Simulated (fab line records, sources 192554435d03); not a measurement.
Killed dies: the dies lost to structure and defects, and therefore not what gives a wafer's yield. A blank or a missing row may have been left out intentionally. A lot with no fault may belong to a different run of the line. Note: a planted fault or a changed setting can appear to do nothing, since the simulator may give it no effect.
Chamber matching ; flow n5 finfet ; 4 sister chambers for N5_BEOL_M7_ETCH_62 on rie diel-05
The step etches SOC in N2/H2, target depth 110 nm, overetch 22 nm, time 165 s. 18 wafers are shown with their chamber, then 9 later ones without.

== WAFERS PAIRED WITH THEIR CHAMBERS ==
wafer;chamber;drypump motor current A (A);showerhead plenum p Torr (Torr);oes product au (a.u.)
L074.2;0;5.5;2.63;0.60
L074.3;2;6.5;2.49;0.76
L074.6;2;6.5;2.49;0.77
L079.1;1;5.6;2.44;0.65
L079.2;2;6.5;2.49;0.75
L079.4;0;5.4;2.62;0.59
L080.1;2;6.5;2.48;0.75
L080.3;1;5.6;2.44;0.65
L080.4;0;5.4;2.62;0.59
L082.2;2;6.5;2.48;0.74
L082.4;3;6.4;2.45;0.68
L082.6;3;6.4;2.45;0.67
L086.1;0;5.4;2.62;0.58
L086.2;3;6.4;2.44;0.67
L086.5;3;6.4;2.44;0.66
L090.3;3;6.4;2.44;0.66
L090.4;0;5.4;2.61;0.58
L090.6;1;5.6;2.43;0.63

SIGNATURES (means of the wafers above)
reading;chamber 0;chamber 1;chamber 2;chamber 3;scatter within a chamber
drypump motor current A;5.420;5.600;6.500;6.400;0.0239
showerhead plenum p Torr;2.6200;2.4367;2.4860;2.4440;0.00602
oes product au;0.5880;0.6433;0.7540;0.6680;0.00981
Rule: a wafer's distance from a chamber is the root of the sum, over the readings, of the square of ((its reading less the chamber's mean) divided by the reading's scatter). If the next closest chamber is less than 2 further off than the closest, the wafer can't be placed; otherwise it belongs to the closest. How the scatter is found: for the shown wafers, subtract from each reading the mean of its chamber, square and add these, divide the total by (wafers less chambers), then take the root.

== WAFERS WHOSE CHAMBER IS MISSING ==
wafer;drypump motor current A (A);showerhead plenum p Torr (Torr);oes product au (a.u.)
L091.1;6.5;2.48;0.72
L091.3;5.4;2.61;0.58
L091.4;6.4;2.44;0.66
L092.2;6.3;2.44;0.65
L092.4;6.5;2.48;0.73
L092.6;6.4;2.44;0.65
L097.1;5.6;2.42;0.62
L097.2;6.5;2.47;0.70
L097.6;5.6;2.43;0.62

== CHAMBER TAKEN BY EACH ==
wafer;from the rows above;in truth
L091.1;2;2
L091.3;0;0
L091.4;3;3
L092.2;3;3
L092.4;2;2
L092.6;3;3
L097.1;1;1
L097.2;can't be placed: 2 or 3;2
L097.6;1;1
Correct placement for 8 of the 9. Unplaceable from these rows: 1, with the true chamber sitting among the candidates in 1. 0 placed wrongly.
